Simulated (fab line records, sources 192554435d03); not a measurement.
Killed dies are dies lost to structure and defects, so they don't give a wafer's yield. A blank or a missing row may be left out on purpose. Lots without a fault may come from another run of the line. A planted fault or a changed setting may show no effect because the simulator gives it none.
fab line records | flow n5_finfet
record lots=7 wafers=39
route steps=1938 shown ZERO_LAYER@11 SD_EPI_N@278 SDB@373 BEOL_M0_SAQP@635 BEOL_M7@1329 BEOL_M8@1389 BEOL_M11@1590 PAD_METAL@1896
start_h: hours from the record's first day to the start of the lot's first wafer shown | wait_h: hours since the lot's step before | " the same as in the row above | L1.1+2: a row that stands for several wafers | - no value, or no start given | * or withheld: withheld | < > ~ a bound
route shown NAME@n: a module of which the file shows steps, and the number in the route of the first | usual: mean/standard deviation of fault-free wafers | same: alike in all rows | chamber/n: place in a boat | sites: the reading at each site | _std_site: their standard deviation | _edge_site: outer sites' mean less inner sites' | radius_mm: how far each site lies from the wafer's centre | mask NAME#n: copy n | behind: the tool/chamber that last shaped the wafer | hold: why the lot was held/for how many hours/how that ended | device: the transistor (n, p or np) that didn't switch | end of line: the same wafers' tests at the end of the route | a step without rows: its recipe alone | killed: dies lost to structure and defects at the first sort, not the wafer's yield | map: a wafer's dies, x killed, . not, _ none there
set.NAME: the setting as run; set.NAME@STEP: as run at that earlier step | model.NAME: the simulator's own value behind a step, which no gauge read
lots whose settings were changed on purpose; a table a step, a row a wafer
## steps
# step N5_ZERO_LAYER_DEVELOP_10
# recipe develop_time_s=60 rinse_liquid=diw dry=air_spin dev_temp_c=21
# columns lot.wafer tool chamber start_h wait_h set.develop_time_s
L074.1+2+6 litho_track-04 0 - - 60
L074.3+4+5 " 0 " " 27.2
L075.1+3+4 litho_track-05 0 - - 46.16
L075.2+5+6 " 0 " " 60
L083.1+2+5 litho_track-03 0 - - 60
L089.1+2+3+4+5+6 litho_track-03 0 - - 60
L091.1+4+5 litho_track-03 0 - - 60
L091.2+3+6 " 0 " " 44.15
L092.1+3+5 litho_track-03 0 - - 60
L092.2+4+6 " 0 " " 92.25
L094.1+2+4 litho_track-04 0 - - 60
L094.3+5+6 " 0 " " 95.68
# step N5_ZERO_LAYER_HARDBAKE_23
# recipe temp_c=130 time_s=120
# step N5_ZERO_LAYER_CD_MEAS_11
# recipe target_cd_nm=2000 landing_energy_ev=500 detector=se_inlens
# usual cd_nm=2000.9/1.6
# columns lot.wafer tool chamber start_h wait_h set.develop_time_s@ZERO_LAYER_DEVELOP_10 cd_nm
L074.1 cd_sem-02 0 12.64 - 60 1999.3
L074.2 " 0 " " 60 1999.8
L074.3 " 0 " " 27.2 1984.5
L074.4 " 0 " " 27.2 1982.1
L074.5 " 0 " " 27.2 1984.0
L074.6 " 0 " " 60 2001.5
L075.1 cd_sem-01 0 18.64 - 46.16 1994.5
L075.2 " 0 " " 60 1998.3
L075.3 " 0 " " 46.16 1995.8
L075.4 " 0 " " 46.16 1996.0
L075.5 " 0 " " 60 1999.4
L075.6 " 0 " " 60 1997.4
L083.1 cd_sem-02 0 66.77 - 60 2001.8
L083.2 " 0 " " 60 2000.1
L083.5 " 0 " " 60 2001.4
L089.1 cd_sem-01 0 102.64 - 60 2003.9
L089.2 " 0 " " 60 2003.4
L089.3 " 0 " " 60 2002.8
L089.4 " 0 " " 60 2006.0
L089.5 " 0 " " 60 2005.6
L089.6 " 0 " " 60 2002.0
L091.1 cd_sem-01 0 114.78 - 60 1999.1
L091.2 " 0 " " 44.15 1991.3
L091.3 " 0 " " 44.15 1991.6
L091.4 " 0 " " 60 1998.0
L091.5 " 0 " " 60 1996.8
L091.6 " 0 " " 44.15 1996.4
L092.1 cd_sem-01 0 120.64 - 60 2003.1
L092.2 " 0 " " 92.25 2009.0
L092.3 " 0 " " 60 2001.1
L092.4 " 0 " " 92.25 2009.7
L092.5 " 0 " " 60 2003.0
L092.6 " 0 " " 92.25 2010.9
L094.1 cd_sem-01 0 132.77 - 60 2000.5
L094.2 " 0 " " 60 2000.3
L094.3 " 0 " " 95.68 2009.8
L094.4 " 0 " " 60 2002.2
L094.5 " 0 " " 95.68 2009.6
L094.6 " 0 " " 95.68 2008.6
# step N5_ZERO_LAYER_DESCUM_16
# recipe chemistry=O2 time_s=7.9 source_power_w=50 bias_power_w=20 pressure_mtorr=20 rf_frequency_hz=2.712e+07 temp_c=40 o2_flow_sccm=225
# columns lot.wafer tool chamber start_h wait_h set.develop_time_s@ZERO_LAYER_DEVELOP_10 model.ZERO_LAYER.cd_nm
L074.1+2 rie_diel-04 3,0 12.68 0.0 60 2000
L074.3+5 " 1,3 " " 27.2 1984
L074.4 " 0 " " 27.2 1982
L074.6 " 1 " " 60 2001
L075.1 rie_diel-01 2 18.68 0.0 46.16 1994
L075.2 " 1 " " 60 -
L075.3+4 " 0,1 " " 46.16 1996
L075.5 " 2 " " 60 1999
L075.6 " 0 " " 60 1997
L083.1 rie_diel-01 0 66.93 0.2 60 2002
L083.2 " 2 " " 60 2000
L083.5 " 0 " " 60 -
L089.1 rie_diel-01 2 103.10 0.5 60 2004
L089.2+3 " 1,0 " " 60 2003
L089.4 " 3 " " 60 2006
L089.5 " 2 " " 60 2005
L089.6 " 1 " " 60 2002
L091.1 rie_diel-03 0 114.82 0.0 60 1999
L091.2 " 2 " " 44.15 1991
L091.3 " 3 " " 44.15 1992
L091.4 " 1 " " 60 1998
L091.5 " 3 " " 60 1996
L091.6 " 0 " " 44.15 1996
L092.1+5 rie_diel-04 1 121.06 0.4 60 2003
L092.2 " 3 " " 92.25 2009
L092.3 " 0 " " 60 2001
L092.4 " 2 " " 92.25 2010
L092.6 " 2 " " 92.25 2011
L094.1+2 rie_diel-04 3,2 132.80 0.0 60 2000
L094.3+5 " 3,2 " " 95.68 2010
L094.4 " 2 " " 60 2002
L094.6 " 3 " " 95.68 2009
# step N5_SD_EPI_N_ETCH_45
# recipe chemistry=CH3F/O2 target=SiOCN target_depth_a=60 mask_material=SOC ion_energy_ev=60 bias_w=29 pressure_mtorr=15 source_w=410 Ar_flow_sccm=150 CH3F_flow_sccm=30 O2_flow_sccm=20
# columns lot.wafer tool chamber start_h wait_h set.target_depth_a model.etch.depth_nm
L074.1 rie_diel-05 1 56.81 0.1 89.54 9.235
L074.2 " 0 " " 89.54 8.877
L074.3 " 2 " " 89.54 8.931
L074.4 " 0 " " 60 6.02
L074.5 " 1 " " 60 6.132
L074.6 " 2 " " 60 6.031
L075.1 rie_diel-02 3 59.61 0.1 60 6.03
L075.2 " 1 " " 60 6.034
L075.3 " 2 " " 41.8 4.226
L075.4 " 0 " " 41.8 4.327
L075.5 " 2 " " 60 6.091
L075.6 " 1 " " 41.8 4.193
L083.1 rie_diel-06 0 102.82 0.1 60 6.082
L083.2 " 3 " " 60 5.836
L083.5 " 1 " " 60 5.948
L089.1 rie_diel-02 1 144.04 0.1 60 5.985
L089.2 " 0 " " 89.07 9.218
L089.3 " 2 " " 60 6.076
L089.4 " 3 " " 60 6.05
L089.5 " 1 " " 89.07 8.866
L089.6 " 2 " " 89.07 9.042
L091.1 rie_diel-02 0 153.81 0.1 77.65 8.051
L091.2 " 2 " " 60 6.033
L091.3 " 3 " " 77.65 7.853
L091.4 " 1 " " 60 6.037
L091.5 " 3 " " 60 6.039
L091.6 " 0 " " 77.65 8.001
L092.1 rie_diel-02 0 156.89 0.1 60 6.18
L092.2 " 1 " " 47.98 4.848
L092.3 " 3 " " 60 6.095
L092.4 " 2 " " 60 6.073
L092.5 " 3 " " 47.98 4.863
L092.6 " 2 " " 47.98 4.878
L094.1 rie_diel-06 0 169.58 0.1 60 6.069
L094.2 " 2 " " 60 6.094
L094.3 " 3 " " 60 5.73
L094.4 " 3 " " 60 5.778
L094.5 " 2 " " 60 6.083
L094.6 " 0 " " 60 6.039
# step N5_SDB_ALD_29
# recipe material=SiNx target_thk_a=300 temp_c=400 ald_precursor_family=SiH2I2 ald_co_reactant=N2/H2-plasma pulse_time_s=1 ald_cycles=600 purge_time_s=2 co_reactant_purge_time_s=2 pressure_torr=2
# columns lot.wafer tool chamber start_h wait_h set.ald_cycles model.SiNx_of_SDB_ALD_29.thk_nm
L074.1+4+5 ald_sin-02 0,3,0 74.03 0.0 600 29.8
L074.2+3+6 " 2,1,1 " " 600 30
L075.1+2+6 ald_sin-02 1,0,2 77.65 0.0 743 37.2
L075.3 " 2 " " 600 30
L075.4+5 " 3 " " 600 29.8
L083.1+2+5 ald_sin-01 3,1,3 119.24 0.2 600 29.8
L089.1+2 ald_sin-01 3,2 160.12 0.0 600 29.8
L089.3 " 1 " " 600 30
L089.4+5+6 " 0,2,1 " " 746 37.2
L091.1+2+5 ald_sin-02 3,1,0 170.54 0.0 600 30
L091.3 " 0 " " 600 29.8
L091.4+6 " 2,1 " " 600 30.2
L092.1+2+6 ald_sin-02 2,1,2 176.14 0.0 838 42
L092.3 " 3 " " 600 30.2
L092.4+5 " 0,3 " " 600 30
L094.1+2+6 ald_sin-02 0,3,2 187.48 0.0 600 29.8
L094.3+4+5 " 1,2,1 " " 600 30
# step N5_BEOL_M0_SAQP_PECVD_03
# recipe material=SiCN target_thk_a=120 temp_c=withheld precursor=3MS/NH3 pressure_torr=3 rf_w=202 time_s=21.1
# columns lot.wafer tool chamber start_h wait_h set.time_s model.SiCN_of_BEOL_M0_SAQP_PECVD_03.thk_nm
L074.1+2+4 pecvd-01 2,1,1 115.35 0.1 21.1 12
L074.3 " 0 " " 21.1 11.8
L074.5 " 0 " " 21.1 12.4
L074.6 " 2 " " 21.1 12.2
L075.1+3 pecvd-01 2,0 119.09 0.1 32.97 18.4
L075.2 " 1 " " 21.1 11.8
L075.4 " 0 " " 32.97 18.6
L075.5 " 2 " " 21.1 12.2
L075.6 " 1 " " 21.1 12
L083.1+2 pecvd-01 1,0 161.68 0.1 21.1 11.8
L083.5 " 1 " " 21.1 12
L089.1+3+4 pecvd-01 1,0,1 204.30 0.1 21.1 11.6
L089.2 " 2 " " 21.1 11.8
L089.5 " 0 " " 21.1 12
L089.6 " 2 " " 21.1 12.2
L091.1+4 pecvd-04 1,2 207.94 0.1 21.1 12.2
L091.2 " 2 " " 21.1 11.8
L091.3+6 " 0 " " 15.93 9.2
L091.5 " 1 " " 15.93 9.6
L092.1 pecvd-01 1 215.25 0.1 21.1 11.6
L092.2+4 " 0 " " 21.1 12
L092.3+6 " 2,1 " " 21.1 11.8
L092.5 " 2 " " 21.1 12.2
L094.1 pecvd-03 1 227.73 0.1 17.16 9.4
L094.2 " 2 " " 17.16 9.6
L094.3 " 2 " " 21.1 11.8
L094.4 " 1 " " 21.1 12
L094.5 " 2 " " 17.16 9.8
L094.6 " 1 " " 21.1 12.2
# step N5_BEOL_M0_SAQP_PECVD_96
# recipe material=a-Si target_thk_a=450 temp_c=350 precursor=SiH4/He pressure_torr=3 rf_w=100 time_s=45.2
# step N5_BEOL_M0_SAQP_PECVD_97
# recipe material=SiNx target_thk_a=230 temp_c=350 precursor=SiH4/NH3/N2 pressure_torr=1.5 rf_w=300 time_s=19.9
# step N5_BEOL_M0_SAQP_ETCH_102
# recipe chemistry=CF4 target=SiO2 target_depth_a=40 ion_energy_ev=350 time_s=4.4 pressure_mtorr=10 icp_w=800 bias_w=400 cf4_flow_sccm=80
# step N5_BEOL_M0_SAQP_MANDREL_ETCH_103
# recipe chemistry=HBr/Cl2 target=a-Si target_depth_a=450 bt_time_s=10 stop_on=SiCN mask_material=SiO2 over_etch_frac=0.8 time_s=27 pressure_mtorr=10 icp_w=800 bias_w=75 HBr_flow_sccm=150 Cl2_flow_sccm=80 ends=end_point
# step N5_BEOL_M0_SAQP_RECESS_104
# recipe chemistry=HF/NH3 target=SiO2 target_depth_a=180 afs_cycles=3 temp_c=30 sublimation_temp_c=180 sublimation_time_s=60
# columns lot.wafer tool chamber start_h wait_h set.time_s@BEOL_M0_SAQP_PECVD_03 model.SiCN_of_BEOL_M0_SAQP_PECVD_03.thk_nm
L074.1+2+4 vapor_etch-01 1,0,0 117.95 0.1 21.1 8.6
L074.3 " 1 " " 21.1 8.4
L074.5 " 0 " " 21.1 9
L074.6 " 1 " " 21.1 8.8
L075.1+4 vapor_etch-02 1 122.00 0.1 32.97 15
L075.2 " 0 " " 21.1 8.4
L075.3 " 0 " " 32.97 14.8
L075.5 " 1 " " 21.1 8.8
L075.6 " 0 " " 21.1 8.6
L083.1 vapor_etch-01 0 164.33 0.1 21.1 8.2
L083.2+5 " 1 " " 21.1 8.4
L089.1 vapor_etch-02 0 207.20 0.1 21.1 8
L089.2+4 " 1,0 " " 21.1 8.4
L089.3 " 1 " " 21.1 8.2
L089.5 " 0 " " 21.1 8.6
L089.6 " 1 " " 21.1 8.8
L091.1 vapor_etch-01 0 210.42 0.1 21.1 8.6
L091.2 " 1 " " 21.1 8.4
L091.3 " 1 " " 15.93 5.6
L091.4 " 0 " " 21.1 8.8
L091.5 " 0 " " 15.93 6.2
L091.6 " 1 " " 15.93 5.8
L092.1+4+6 vapor_etch-01 1 217.73 0.1 21.1 8.4
L092.2+3 " 0 " " 21.1 8.6
L092.5 " 0 " " 21.1 8.8
L094.1+2 vapor_etch-02 0,1 230.78 0.1 17.16 6.2
L094.3 " 1 " " 21.1 8.4
L094.4 " 0 " " 21.1 8.6
L094.5 " 1 " " 17.16 6.4
L094.6 " 0 " " 21.1 8.8
# step N5_BEOL_M7_DEP_56
# recipe material=SiCN target_thk_a=100 temp_c=withheld precursor=3MS/NH3 pressure_torr=3 rf_w=202 time_s=17.5
# columns lot.wafer tool chamber start_h wait_h set.target_thk_a model.SiCN_of_BEOL_M7_DEP_56.thk_nm
L074.1 pecvd-01 0 198.37 0.0 118 11.8
L074.2+3+4 " 1,2,2 " " 100 10.2
L074.5+6 " 0,1 " " 118 12
L075.1 pecvd-04 0 202.95 0.0 65.62 6.6
L075.2+5 " 2,0 " " 100 10
L075.3 " 1 " " 100 9.6
L075.4 " 1 " " 65.62 6.4
L075.6 " 2 " " 65.62 6.8
L083.1+2 pecvd-01 0,2 253.22 0.0 100 10
L083.5 " 2 " " 100 10.2
L089.1 pecvd-04 2 296.75 0.0 100 9.8
L089.2+3 " 1,0 " " 137 13.4
L089.4+6 " 2,0 " " 100 10
L089.5 " 1 " " 137 13.8
L091.1+2+4 pecvd-03 2,0,0 297.08 0.0 100 9.8
L091.3+5+6 " 1,2,1 " " 100 10
L092.1 pecvd-04 2 312.69 0.0 143.4 14.2
L092.2+3 " 1,0 " " 100 10
L092.4+5 " 2,1 " " 143.4 14.4
L092.6 " 0 " " 100 10.2
L094.1+3+4 pecvd-03 2,0,0 314.75 0.0 100 10
L094.2 " 1 " " 100 9.8
L094.5+6 " 2,1 " " 100 10.2
# step N5_BEOL_M8_ALD_77
# recipe material=TaN target_thk_a=20 temp_c=275 ald_precursor_family=PDMAT ald_co_reactant=NH3 pressure_torr=3 carrier_flow_sccm=1500 pulse_time_s=2 purge_time_s=3 co_reactant_purge_time_s=2 co_reactant_pulse_time_s=3 ald_cycles=40 precursor_vessel_temp_c=75 precursor_vessel_pressure_torr=26.25 precursor_vessel_carrier_sccm=1000
# columns lot.wafer tool chamber start_h wait_h set.ald_cycles model.TaN_of_BEOL_M8_ALD_77.thk_nm
L074.1+3+5 ald_metal-02 2,0,3 204.85 0.1 56 2.8
L074.2+4+6 " 1,3,2 " " 40 2
L075.1+2+3+4+5+6 ald_metal-03 0,3,2,1,1,0 208.25 0.0 40 2
L083.1+2+5 ald_metal-02 3,2,3 260.89 0.2 40 2
L091.1+5+6 ald_metal-01 0,0,1 304.42 0.1 21 1
L091.2+3+4 " 2,1,2 " " 40 2
L089.1+2+3 ald_metal-02 2,3,1 304.52 0.1 40 2
L089.4+5+6 " 0,0,1 " " 33 1.6
L092.1+2+5 ald_metal-03 1,3,2 318.08 0.3 29 1.4
L092.3+4+6 " 0,2,3 " " 40 2
L094.1+3+5 ald_metal-01 2,0,2 323.88 0.0 57 2.8
L094.2+4+6 " 1,1,0 " " 40 2
# step N5_BEOL_M11_ALD_74
# recipe material=TaN target_thk_a=20 temp_c=275 ald_precursor_family=PDMAT ald_co_reactant=NH3 pressure_torr=3 carrier_flow_sccm=1500 pulse_time_s=2 purge_time_s=3 co_reactant_purge_time_s=2 co_reactant_pulse_time_s=3 ald_cycles=40 precursor_vessel_temp_c=75 precursor_vessel_pressure_torr=26.25 precursor_vessel_carrier_sccm=1000
# columns lot.wafer tool chamber start_h wait_h set.ald_cycles model.TaN_of_BEOL_M11_ALD_74.thk_nm
L074.1+2+3+4+5+6 ald_metal-03 3,1,0,2,3,0 226.68 0.0 40 2
L075.1 ald_metal-02 3 235.78 0.0 30 1.4
L075.2+5 " 2,3 " " 30 1.6
L075.3+4+6 " 0,1,0 " " 40 2
L083.1+2+5 ald_metal-03 0,3,1 292.60 0.0 40 2
L091.1 ald_metal-04 1 335.42 0.0 26 1.4
L091.2+5+6 " 2,0,3 " " 40 2
L091.3+4 " 0,3 " " 26 1.2
L089.1+4+5 ald_metal-02 3,1,2 338.33 0.0 40 2
L089.2+3+6 " 0,2,3 " " 51 2.6
L092.1+2+3+4+5+6 ald_metal-02 2,3,0,1,1,2 351.46 0.0 40 2
L094.1+2+5 ald_metal-02 3,1,1 351.93 0.1 60 3
L094.3+4+6 " 0,2,0 " " 40 2
# step N5_PASSIVATION_AL_DEP_21
# recipe material=Al target_thk_a=28000 temp_c=400 time_s=170 power_w=30000 chamber_pressure_pa=0.4 gas=Ar
# columns lot.wafer tool chamber start_h wait_h set.target_thk_a model.Al_of_PASSIVATION_AL_DEP_21.thk_nm
L074.1 pvd_sputter-02 - 266.22 0.1 20280 1989
L074.2 " - " " 20280 1974
L074.3 " - " " 28000 2756
L074.4 " - " " 28000 2758
L074.5 " - " " 28000 2739
L074.6 " - " " 20280 1992
L075.1 pvd_sputter-02 - 270.16 0.1 20600 2045
L075.2 " - " " 20600 2047
L075.3 " - " " 20600 2020
L075.4 " - " " 28000 2793
L075.5 " - " " 28000 2803
L075.6 " - " " 28000 2804
L083.1 pvd_sputter-03 - 333.94 0.1 28000 2718
L083.2 " - " " 28000 2765
L083.5 " - " " 28000 2759
L091.1 pvd_sputter-03 - 375.14 0.1 28000 2801
L091.2 " - " " 28000 2774
L091.3 " - " " 36100 3575
L091.4 " - " " 36100 3592
L091.5 " - " " 36100 3587
L091.6 " - " " 28000 2809
L089.1 pvd_sputter-03 - 380.11 0.1 28000 2752
L089.2+5 " - " " 28000 2754
L089.3 " - " " 28000 2783
L089.4 " - " " 28000 2768
L089.6 " - " " 28000 2760
L094.1 pvd_sputter-01 - 393.44 0.1 28000 2829
L094.2 " - " " 28000 2833
L094.3 " - " " 40230 4036
L094.4 " - " " 28000 2828
L094.5 " - " " 40230 4077
L094.6 " - " " 40230 4049
L092.1 pvd_sputter-02 - 393.80 0.1 34450 3386
L092.2 " - " " 28000 2770
L092.3 " - " " 28000 2779
L092.4 " - " " 28000 2755
L092.5 " - " " 34450 3398
L092.6 " - " " 34450 3428
## key
split step=N5_ZERO_LAYER_DEVELOP_10 setting=develop_time_s stated=60 by=wafer
response step=N5_ZERO_LAYER_CD_MEAS_11 reading=cd_nm change=+0.188 per=1% r=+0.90
response step=N5_ZERO_LAYER_DESCUM_16 reading=model.ZERO_LAYER.cd_nm change=+0.189 per=1% r=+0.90
split step=N5_SD_EPI_N_ETCH_45 setting=target_depth_a stated=60 by=wafer
response step=N5_SD_EPI_N_ETCH_45 reading=model.etch.depth_nm change=+0.0615 per=1% r=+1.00
split step=N5_SDB_ALD_29 setting=ald_cycles stated=600 by=wafer
response step=N5_SDB_ALD_29 reading=model.SiNx_of_SDB_ALD_29.thk_nm change=+0.302 per=1% r=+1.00
split step=N5_BEOL_M0_SAQP_PECVD_03 setting=time_s stated=21.1 by=wafer
response step=N5_BEOL_M0_SAQP_PECVD_03 reading=model.SiCN_of_BEOL_M0_SAQP_PECVD_03.thk_nm change=+0.116 per=1% r=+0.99
response step=N5_BEOL_M0_SAQP_RECESS_104 reading=model.SiCN_of_BEOL_M0_SAQP_PECVD_03.thk_nm change=+0.113 per=1% r=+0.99
split step=N5_BEOL_M7_DEP_56 setting=target_thk_a stated=100 by=wafer
response step=N5_BEOL_M7_DEP_56 reading=model.SiCN_of_BEOL_M7_DEP_56.thk_nm change=+0.0971 per=1% r=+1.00
split step=N5_BEOL_M8_ALD_77 setting=ald_cycles stated=40 by=wafer
response step=N5_BEOL_M8_ALD_77 reading=model.TaN_of_BEOL_M8_ALD_77.thk_nm change=+0.0204 per=1% r=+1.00
split step=N5_BEOL_M11_ALD_74 setting=ald_cycles stated=40 by=wafer
response step=N5_BEOL_M11_ALD_74 reading=model.TaN_of_BEOL_M11_ALD_74.thk_nm change=+0.0203 per=1% r=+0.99
split step=N5_PASSIVATION_AL_DEP_21 setting=target_thk_a stated=28000 by=wafer
response step=N5_PASSIVATION_AL_DEP_21 reading=model.Al_of_PASSIVATION_AL_DEP_21.thk_nm change=+27.9 per=1% r=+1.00
